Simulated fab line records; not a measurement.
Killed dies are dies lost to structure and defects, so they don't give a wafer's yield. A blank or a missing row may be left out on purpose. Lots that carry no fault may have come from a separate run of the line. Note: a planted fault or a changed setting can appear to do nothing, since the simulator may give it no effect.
Comparing a struck lot with a sound one | flow nand-harc | 21 out of 1302 route steps
Sound: these wafers, L508.1, L508.2, L508.3. The struck wafers were L518.1, L518.2, L518.4. The cause is given at the end.
At each step with rows: each side's tool, then ch and its chambers, then its first start. Under that, the readings that differ: sound wafers | struck wafers | difference of the means | sigmas: that difference in standard deviations of wafers without a fault.
alike: same words and numbers on both sides, and readings whose means sit less than 2 such deviations apart. not compared: any withheld reading, any reading some wafer has no value for, any bound like >300 that may hide the same value, and any number with overlapping values for which the record gives no deviation.
Wherever a step has rows on one side only, a row that says differs or no value, or a row with sigmas, the two part there. Non-overlapping numbers with no deviation appear without sigmas and do not part them. A reading missing from all wafers of one side parts the sides only when that side holds two or more wafers.

NHARC_A_BLC_CMP_25: polishes, t overpolish 30 s, target thk 150 nm.
  sound on cmp-01 ch 0,1,3, day 23 08:15; struck on cmp-01 ch 0,2,3, day 28 03:47
  alike: edge-zone-pressure-frac, motor-current-A, overpolish-run-s, slurry-flow-ml-min, time-to-endpoint-s
after that, 1 step had no rows for these wafers: NHARC_A_BLC_SRD_27.
NHARC_A_BLC_INSPECT_28:
  struck on defect-inspect-01, day 28 04:11; sound on defect-inspect-02, day 23 08:40
  alike: raw-defect-count
then, 8 steps without rows for these wafers: NHARC_A_M0_DEP_00 (deposits SiOC, target thk 150 nm); NHARC_A_M0_DEHYDRATE_01 (time 120 s); NHARC_A_M0_HMDS_02 (time 30 s); NHARC_A_M0_COAT_33 (time 65 s); NHARC_A_M0_COAT_03 (resist thk 90 nm); NHARC_A_M0_SOFTBAKE_04 (time 55 s); NHARC_A_M0_EBR_05; NHARC_A_M0_EXPOSE_06 (exposes mask A M0, target cd 80 nm).
NHARC_A_M0_PEB_07: peb time 65 s.
  sound on litho-track-01 ch 0, day 23 09:49; struck on litho-track-06 ch 0, day 28 04:53
  reading                  | sound             | struck               | difference | sigmas
  heater-power-total-W (W) | 156.3 157.0 157.1 | 168.3 168.2 168.3    | +11.5      | +29
  plate-temp-C (C)         | 99.97 99.96 99.89 | 105.67 105.60 105.59 | +5.68      | +44
then, 1 step without rows for these wafers: NHARC_A_M0_DEVELOP_08 (develop time 35 s).
NHARC_A_M0_CD_MEAS_09: the cd target is 80 nm.
  sound on cd-sem-01 ch 0, day 23 09:53; struck on cd-sem-02 ch 0, day 28 04:57
  reading    | sound          | struck         | difference | sigmas
  cd-nm (nm) | 79.9 80.7 79.5 | 99.4 99.5 99.6 | +19.5      | +34
NHARC_A_M0_OVL_MEAS_10: pitch 160 nm.
  struck on overlay-02, day 28 05:02; sound on overlay-01, day 23 09:58
  alike: overlay-x-nm, overlay-y-nm
NHARC_A_M0_INSPECT_11:
  struck on defect-inspect-02, day 28 05:05; sound on defect-inspect-02, day 23 10:01
  alike: raw-defect-count
NHARC_A_M0_DESCUM_14: chemistry O2, time 3 s.
  sound on rie-diel-13 ch 0,1,3, day 23 10:05; struck on rie-diel-13 ch 0,2,3, day 28 05:08
  reading                | sound            | struck            | difference | sigmas
  rf-hours-counter-h (h) | 0.2 0.2 0.3      | 7.3 6.9 7.0       | +6.8       |
  model.A_M0.cd-nm (nm)  | 80.6 81.48 79.36 | 99.74 99.63 100.1 | +19.34     |
  alike: drypump-motor-current-A, oes-product-au, rf-vpp-V, showerhead-plenum-p-Torr, throttle-valve-pct
NHARC_A_M0_ETCH_34: etches the open film in N2/H2, target depth 40 nm, overetch 12 nm, time 43.94 s.
  sound on rie-diel-13 ch 0,1,3, day 23 10:10; struck on rie-diel-13 ch 0,1,3, day 28 05:13
  reading                | sound       | struck      | difference | sigmas
  rf-hours-counter-h (h) | 0.2 0.2 0.4 | 6.3 7.3 7.1 | +6.6       |
  alike: drypump-motor-current-A, oes-product-au, rf-vpp-V, showerhead-plenum-p-Torr, throttle-valve-pct
NHARC_A_M0_ETCH_15: etches the open film in C4F8/Ar, target depth 150 nm, overetch 15 nm, time 82.5 s.
  sound on rie-diel-13 ch 0,1,2; struck on rie-diel-13 ch 1,2,3
  reading                | sound             | struck            | difference | sigmas
  rf-hours-counter-h (h) | 0.3 0.4 0.4       | 7.4 6.9 6.4       | +6.5       |
  model.A_M0.cd-nm (nm)  | 80.85 81.18 79.93 | 99.64 100.4 99.84 | +19.31     |
  alike: oes-product-au, rf-vpp-V
NHARC_A_M0_CD_MEAS_16:
  struck on cd-sem-02, day 28 05:27; sound on cd-sem-03, day 23 10:22
  reading    | sound          | struck          | difference | sigmas
  cd-nm (nm) | 80.7 81.2 79.8 | 99.9 100.5 99.7 | +19.5      | +24
NHARC_A_M0_STRIP_18: strips in N2/H2.
  sound on rie-diel-13 ch 0,1,2, day 23 10:26; struck on rie-diel-06 ch 0,1,3, day 28 05:32
  reading                | sound       | struck      | difference | sigmas
  rf-hours-counter-h (h) | 0.4 0.3 0.4 | 9.2 8.2 8.0 | +8.1       |
  alike: drypump-motor-current-A, oes-product-au, rf-vpp-V, showerhead-plenum-p-Torr, throttle-valve-pct

== WHERE THEY PART ==
Earliest at NHARC_A_M0_PEB_07; latest, in this record, at NHARC_A_M0_CD_MEAS_16. Later steps at which nothing parts them and some readings are alike: NHARC_A_M0_STRIP_18.

WHY: whatever the simulator had introduced
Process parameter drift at NHARC_A_M0_PEB_07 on litho-track-06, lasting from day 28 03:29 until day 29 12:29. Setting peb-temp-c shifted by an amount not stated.
